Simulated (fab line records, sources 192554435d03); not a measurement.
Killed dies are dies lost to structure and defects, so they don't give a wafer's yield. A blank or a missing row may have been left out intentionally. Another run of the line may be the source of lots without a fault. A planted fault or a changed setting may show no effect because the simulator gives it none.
fab line records	flow n5Finfet
record lots=10	wafers=30	lastDay=17
route steps=1938 shown PMOS_HMC_CHANNEL_EPI@82 FIN_SAQP@94 BEOL_M4@1111 PASSIVATION@1936
lots that met no fault: from a run of the same line without faults
startH: the number of hours between the record's first day and the start of the first shown wafer of the lot	waitH: how many hours have passed since the lot's step before this one	" the same as in the row above	L1.1+2: one row covering several wafers at once	- no value present, or no start provided	* or withheld: withheld	< > ~ a bound
route shown NAME@n: a module of which the file shows steps, and the number in the route of the first	usual: mean and standard deviation over wafers with no fault	same: alike in all rows	chamber/n: place in a boat	sites: readings site by site	_std_site: their standard deviation	_edge_site: inner sites' mean taken away from outer sites' mean	radiusMm: how far each site lies from the wafer's centre	mask NAME#n: copy n	behind: tool/chamber where the wafer was last shaped	hold: cause of the lot's hold/its duration in hours/its outcome	device: which transistor (n, p or np) failed to switch	end of line: the route-end tests of the same wafers	for a step that has no rows: nothing shown but its recipe	killed: not the wafer's yield, but the dies lost to structure and defects at the first sort	map: shows each die of a wafer: x if killed, . if not, _ if none is there
set.NAME: setting as actually run; set.NAME@STEP: the setting as run at that earlier step	model.NAME: the simulator's own value behind a step, which no gauge read
steps of the route over a sample of lots; a table a step, a row a wafer
services: when a tool's chamber went out of use (startH, in hours from the record's first day, below 0 if earlier), for how many hours, and the reason
## steps
# step N5_PMOS_HMC_CHANNEL_EPI_THK_MEAS_22
# recipe reads=SiGe30_of_PMOS_HMC_CHANNEL_EPI_EPI_20
# usual HMC_CMP_THK=54.1/1.2
lot.wafer	tool	chamber	startH	waitH	HMC_CMP_THK[nm]
L771.1	filmMetro-01	-	25.91	-	54.7
L771.3	"	-	"	"	54.7
L771.5	"	-	"	"	52.6
L775.1	filmMetro-01	-	49.37	-	53.9
L775.3	"	-	"	"	55.1
L775.6	"	-	"	"	55.5
L777.2	filmMetro-01	-	61.69	-	52.8
L777.3	"	-	"	"	53.4
L777.5	"	-	"	"	53.2
L781.3	filmMetro-02	-	86.05	-	55.5
L781.4	"	-	"	"	54.6
L781.6	"	-	"	"	54.0
L782.1	filmMetro-01	-	92.26	-	54.4
L782.3	"	-	"	"	54.9
L782.4	"	-	"	"	54.3
L783.1	filmMetro-02	-	97.54	-	52.9
L783.3	"	-	"	"	52.5
L783.6	"	-	"	"	53.4
L786.1	filmMetro-02	-	115.79	-	53.8
L786.2	"	-	"	"	55.5
L786.5	"	-	"	"	53.2
L787.2	filmMetro-01	-	121.95	-	52.8
L787.3	"	-	"	"	54.7
L787.4	"	-	"	"	54.9
L789.2	filmMetro-01	-	133.70	-	54.8
L789.4	"	-	"	"	54.3
L789.5	"	-	"	"	54.4
L792.1	filmMetro-01	-	152.03	-	55.0
L792.3	"	-	"	"	52.4
L792.4	"	-	"	"	53.3
# step N5_PMOS_HMC_CHANNEL_EPI_EPI_26
# recipe material=Si	targetThkA=38	tempC=650	precursor=SiH4/H2	pressureTorr=20	timeS=22.7
# usual throttleValvePct=11.26/0.19
lot.wafer	tool	chamber	startH	waitH	throttleValvePct
L771.1	epiRpcvd-02	0	26.02	0.0	11.34
L771.3	"	0	"	"	11.37
L771.5	"	0	"	"	11.06
L775.1	epiRpcvd-04	0	49.47	0.0	11.39
L775.3	"	0	"	"	11.22
L775.6	"	0	"	"	11.20
L777.2	epiRpcvd-02	0	61.85	0.1	11.33
L777.3	"	0	"	"	10.88
L777.5	"	0	"	"	10.98
L781.3	epiRpcvd-02	0	86.26	0.1	11.04
L781.4	"	0	"	"	11.36
L781.6	"	0	"	"	11.42
L782.1	epiRpcvd-03	0	92.37	0.0	11.48
L782.3	"	0	"	"	11.47
L782.4	"	0	"	"	11.39
L783.1	epiRpcvd-02	0	97.65	0.0	11.08
L783.3	"	0	"	"	11.10
L783.6	"	0	"	"	11.47
L786.1	epiRpcvd-02	0	115.90	0.0	11.36
L786.2	"	0	"	"	11.25
L786.5	"	0	"	"	10.81
L787.2	epiRpcvd-04	0	122.12	0.1	11.46
L787.3	"	0	"	"	11.25
L787.4	"	0	"	"	11.35
L789.2	epiRpcvd-02	0	133.85	0.1	11.04
L789.4	"	0	"	"	11.38
L789.5	"	0	"	"	11.32
L792.1	epiRpcvd-03	0	152.14	0.0	11.43
L792.3	"	0	"	"	11.37
L792.4	"	0	"	"	11.60
# step N5_FIN_SAQP_ALD_61
# recipe material=SiO2	targetThkA=40	tempC=300	aldPrecursorFamily=BDEAS	aldCoReactant=O2-plasma	pulseTimeS=1	purgeTimeS=2	coReactantPurgeTimeS=2	aldCycles=43	pressureTorr=2
# usual heaterPowerW=444/59	precursorPulseHeightRel=1.000/0.019
lot.wafer	tool	chamber	startH	waitH	heaterPowerW	precursorPulseHeightRel
L771.1	aldSin-02	2	26.89	0.1	436	1.049
L771.3	"	0	"	"	527	1.006
L771.5	"	0	"	"	531	1.030
L775.1	aldSin-04	2	50.00	0.1	463	0.984
L775.3	"	0	"	"	403	0.978
L775.6	"	0	"	"	399	0.965
L777.2	aldSin-03	1	62.29	0.0	426	0.999
L777.3	"	0	"	"	443	0.984
L777.5	"	0	"	"	438	0.993
L781.3	aldSin-04	3	87.62	0.9	397	1.024
L781.4	"	2	"	"	456	0.978
L781.6	"	3	"	"	393	0.981
L782.1	aldSin-03	2	92.86	0.0	455	1.005
L782.3	"	3	"	"	439	0.974
L782.4	"	0	"	"	430	1.028
L783.1	aldSin-03	2	98.14	0.0	463	1.007
L783.3	"	0	"	"	432	1.031
L783.6	"	2	"	"	464	0.983
L786.1	aldSin-02	1	116.39	0.0	635	1.027
L786.2	"	2	"	"	436	1.015
L786.5	"	1	"	"	651	1.019
L787.2	aldSin-04	1	122.65	0.0	416	0.996
L787.3	"	2	"	"	470	0.980
L787.4	"	0	"	"	412	0.994
L789.2	aldSin-04	1	134.30	0.0	427	1.027
L789.4	"	0	"	"	403	0.977
L789.5	"	3	"	"	400	0.989
L792.1	aldSin-03	3	153.50	0.9	434	0.983
L792.3	"	2	"	"	488	1.020
L792.4	"	1	"	"	436	1.036
# step N5_FIN_SAQP_COAT_49
# recipe resist=SOC	tempC=250	timeS=60	spinRpm=1500	resistThkNm=100
# usual exhaustPa=45.1/0.87	heaterPowerTotalW=500.6/1.9	resistLineTempC=23.03/0.11	spinSpeedRpm=1500.0/0.91
lot.wafer	tool	chamber	startH	waitH	exhaustPa	heaterPowerTotalW	resistLineTempC	spinSpeedRpm
L771.1	lithoTrack-05	0	27.74	0.1	45.8	498.8	23.08	1498.5
L771.3	"	0	"	"	45.9	503.3	23.22	1498.1
L771.5	"	0	"	"	45.7	499.6	23.29	1498.1
L775.1	lithoTrack-05	0	50.89	0.1	43.8	498.2	23.05	1499.0
L775.3	"	0	"	"	45.0	499.8	23.10	1500.2
L775.6	"	0	"	"	44.3	501.1	23.21	1499.1
L777.2	lithoTrack-05	0	63.21	0.1	44.6	503.0	23.14	1499.6
L777.3	"	0	"	"	45.8	501.2	23.00	1500.3
L777.5	"	0	"	"	45.4	503.3	23.01	1499.5
L781.3	lithoTrack-05	0	88.54	0.1	45.0	497.9	22.92	1500.4
L781.4	"	0	"	"	45.8	502.3	22.97	1499.1
L781.6	"	0	"	"	44.9	497.5	23.07	1500.3
L782.1	lithoTrack-04	0	93.74	0.1	44.4	498.1	23.17	1500.0
L782.3	"	0	"	"	44.7	502.7	23.04	1500.4
L782.4	"	0	"	"	44.1	502.4	23.17	1500.5
L783.1	lithoTrack-05	0	99.02	0.1	45.7	498.0	22.90	1347.4
L783.3	"	0	"	"	45.0	503.0	22.97	1347.9
L783.6	"	0	"	"	45.5	497.9	22.94	1348.3
L786.1	lithoTrack-05	0	117.50	0.1	47.8	498.2	22.87	1347.6
L786.2	"	0	"	"	45.3	500.7	23.00	1347.7
L786.5	"	0	"	"	46.3	497.5	22.89	1346.2
L787.2	lithoTrack-05	0	123.48	0.1	46.4	499.2	23.00	1347.4
L787.3	"	0	"	"	44.5	502.4	22.98	1348.3
L787.4	"	0	"	"	45.2	498.0	22.88	1346.6
L789.2	lithoTrack-04	0	135.20	0.1	42.9	502.2	23.18	1499.5
L789.4	"	0	"	"	44.0	501.9	23.22	1500.6
L789.5	"	0	"	"	44.1	499.7	23.07	1499.9
L792.1	lithoTrack-04	0	154.34	0.1	43.8	502.8	23.03	1500.6
L792.3	"	0	"	"	44.7	502.4	23.01	1500.3
L792.4	"	0	"	"	45.5	501.7	23.23	1501.2
# step N5_BEOL_M4_RC_MEAS_101
# usual DIBL_N=36.8/2.2	DIBL_P=37.0/2.8	IOFF_N=0.18/0.043	IOFF_P=0.23/0.05	ION_N=680/14	ION_P=466/9.1	SS_N=71.7/0.74	SS_P=73.5/0.79	VT_N=248/4	VT_P=-249/4.1
lot.wafer	tool	chamber	startH	waitH	DIBL_N[mV/V]	DIBL_P[mV/V]	IOFF_N[nA/um]	IOFF_P[nA/um]	ION_N[uA/um]	ION_P[uA/um]	SS_N[mV/dec]	SS_P[mV/dec]	VT_N[mV]	VT_P[mV]
L771.1	prober-02	0	177.57	0.0	37.8	36.7	0.16	0.19	666	450	71.9	73.9	249	-254
L771.3	"	0	"	"	34.9	33.9	0.13	0.17	677	462	69.7	73.0	252	-255
L771.5	"	0	"	"	38.9	38.6	0.19	0.23	688	463	71.8	73.7	248	-251
L777.2	prober-02	0	203.49	0.2	37.2	36.0	0.17	0.22	678	465	72.8	73.9	248	-248
L777.3	"	0	"	"	34.5	33.0	0.13	0.18	658	457	71.3	72.6	250	-250
L777.5	"	0	"	"	38.6	38.7	0.20	0.26	677	469	72.6	73.6	246	-246
L775.1	prober-01	0	203.58	0.0	36.2	37.8	0.16	0.20	681	464	72.4	72.9	250	-251
L775.3	"	0	"	"	39.3	41.7	0.21	0.29	692	469	73.0	74.6	247	-248
L775.6	"	0	"	"	36.2	38.4	0.15	0.20	676	463	71.3	72.4	249	-251
L781.3	prober-02	0	232.91	0.3	34.7	34.0	0.14	0.24	676	480	70.9	73.9	251	-245
L781.4	"	0	"	"	41.5	41.0	0.31	0.40	701	489	72.6	74.7	239	-237
L781.6	"	0	"	"	35.7	35.2	0.15	0.25	664	473	70.8	72.8	253	-245
L782.1	prober-01	0	238.03	0.0	36.0	34.8	0.18	0.22	691	467	71.4	72.5	247	-250
L782.3	"	0	"	"	34.0	31.5	0.13	0.17	668	462	70.7	71.9	255	-251
L782.4	"	0	"	"	36.7	34.3	0.18	0.21	687	474	71.0	72.6	249	-248
L783.1	prober-02	0	247.48	0.0	36.1	36.5	0.15	0.20	674	462	71.9	73.4	251	-251
L783.3	"	0	"	"	35.9	35.4	0.16	0.20	684	460	71.3	73.3	248	-251
L783.6	"	0	"	"	37.0	37.1	0.17	0.23	683	463	71.3	73.4	248	-248
L786.1	prober-02	0	255.22	0.0	38.0	35.6	0.16	0.18	675	453	71.6	73.2	249	-254
L786.2	"	0	"	"	38.0	37.6	0.18	0.21	678	454	72.3	73.6	249	-251
L786.5	"	0	"	"	34.9	31.6	0.12	0.13	662	448	71.6	72.1	254	-256
L787.2	prober-02	0	260.82	0.2	38.1	35.3	0.18	0.24	688	475	72.0	73.1	249	-246
L787.3	"	0	"	"	40.9	38.5	0.22	0.30	693	478	72.2	74.1	243	-244
L787.4	"	0	"	"	38.4	35.4	0.16	0.23	669	459	71.9	73.5	252	-248
L789.2	prober-01	0	284.66	0.2	33.8	32.3	0.13	0.18	664	461	71.4	72.0	253	-252
L789.4	"	0	"	"	36.8	36.9	0.18	0.25	682	468	71.5	72.8	247	-249
L789.5	"	0	"	"	38.4	38.7	0.23	0.27	700	479	71.8	73.7	242	-248
L792.1	prober-01	0	298.57	0.0	33.4	34.3	0.12	0.17	671	460	70.6	73.1	256	-255
L792.3	"	0	"	"	37.3	39.2	0.20	0.25	687	468	71.6	73.7	246	-250
L792.4	"	0	"	"	35.5	37.2	0.15	0.22	670	466	71.4	73.1	251	-250
# step N5_PASSIVATION_PROBE_49
# usual defectLimitedYield=91.4/1.5	killed_at_M0_to_M3=36/11	killed_at_M4_up=14/6	killedAtContacts=11/6	killedAtFrontEnd=37/11	killedAtOther=4/3.4	killedDies=102/18	killedOpen=66/13	killedShort=34/7.8	sort_bin_4_leakage=0.00/0.017	sort_bin_5_function=5.0/0.97	sort_bin_6_memory=3.2/0.7	sort_bin_8_speed=0.0/0.38	sortNPass=1078/19	sortYieldPct=91.3/1.6
# same grossDies=1180	killedAtBackSide=0
lot.wafer	tool	chamber	startH	waitH	defectLimitedYield[%]	killed_at_M0_to_M3	killed_at_M4_up	killedAtContacts	killedAtFrontEnd	killedAtOther	killedDies	killedOpen	killedShort	sort_bin_4_leakage[%]	sort_bin_5_function[%]	sort_bin_6_memory[%]	sort_bin_8_speed[%]	sortNPass	sortYieldPct[%]
L783.1	prober-02	-	349.82	0.9	93.5	27	13	5	31	1	77	45	30	0	3.4	2.7	0	1103	93.5
L783.3	prober-02	-	349.92	1.0	90.8	31	13	21	41	2	108	65	43	0	5.3	3.5	0	1072	90.8
L783.6	prober-02	-	350.07	1.1	90.1	36	28	7	44	2	117	83	33	0	6.1	3.6	0	1063	90.1
# killed by level:class
L783.1 FIN_SAQP:geometricParticle:short=6 STI_FIN_REVEAL:geometricParticle:open=6 BEOL_M0_SAQP:geometricParticle:open=6 GATE_CUT:geometricParticle:short=6 BEOL_M1:geometricParticle:open=6 BEOL_M3:geometricParticle:open=5 FIN_SAQP:geometricParticle:open=4 BEOL_M0_SAQP:geometricParticle:short=3
L783.3 MOL_CONTACT_COAG:geometricParticle:open=14 FIN_SAQP:geometricParticle:short=13 BEOL_M0_SAQP:geometricParticle:open=10 STI_FIN_REVEAL:geometricParticle:open=8 MOL_CONTACT_COAG:geometricParticle:short=7 BEOL_M4:geometricParticle:open=7 FIN_SAQP:geometricParticle:open=5 BEOL_M0_SAQP:geometricParticle:short=5
L783.6 BEOL_M4:geometricParticle:open=19 STI_FIN_REVEAL:geometricParticle:open=11 FIN_SAQP:geometricParticle:open=10 BEOL_M1:geometricParticle:open=8 BEOL_M2:geometricParticle:open=7 FIN_SAQP:geometricParticle:short=6 MOL_CONTACT_COAG:geometricParticle:open=5 BEOL_M3:geometricParticle:open=5
## services
tool	chamber	startH	hours	kind
epiRpcvd-03	-	2.43	6.0	pm
aldSin-04	1	3.17	1.8	repair
aldSin-04	0	7.75	-	clean
aldSin-04	1	7.75	-	clean
aldSin-04	2	7.75	-	clean
aldSin-04	3	7.75	-	clean
aldSin-03	3	7.76	3.1	repair
aldSin-02	0	48.26	1.7	repair
aldSin-02	-	54.31	6.1	pm
lithoTrack-05	-	62.69	-	consumableReplace:filter
aldSin-02	3	69.88	3.5	repair
epiRpcvd-02	-	72.69	0.7	repair
aldSin-02	3	95.33	2.5	repair
epiRpcvd-03	-	124.90	0.5	pm
epiRpcvd-04	-	136.71	0.8	pm
aldSin-04	0	141.81	9.5	repair
## key
firstSign step=N5_FIN_SAQP_COAT_49	reading=spinSpeedRpm	direction=down	sigmas=99+	usual=*	struck=*
effect none on later readings
metAt N5_FIN_SAQP_COAT_49
struckLots L783,L786,L787
notActingAt N5_PMOS_HMC_CHANNEL_EPI_THK_MEAS_22,N5_PMOS_HMC_CHANNEL_EPI_EPI_26,N5_FIN_SAQP_ALD_61
onsetBetween 88.54 99.02
fault kind=processParameterDrift	tool=lithoTrack-05	chamber=-	onsetH=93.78	steps=N5_FIN_SAQP_COAT_49	channel=spinRpm	offset=*	shape=step	endH=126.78	actsIn=*	stated=*
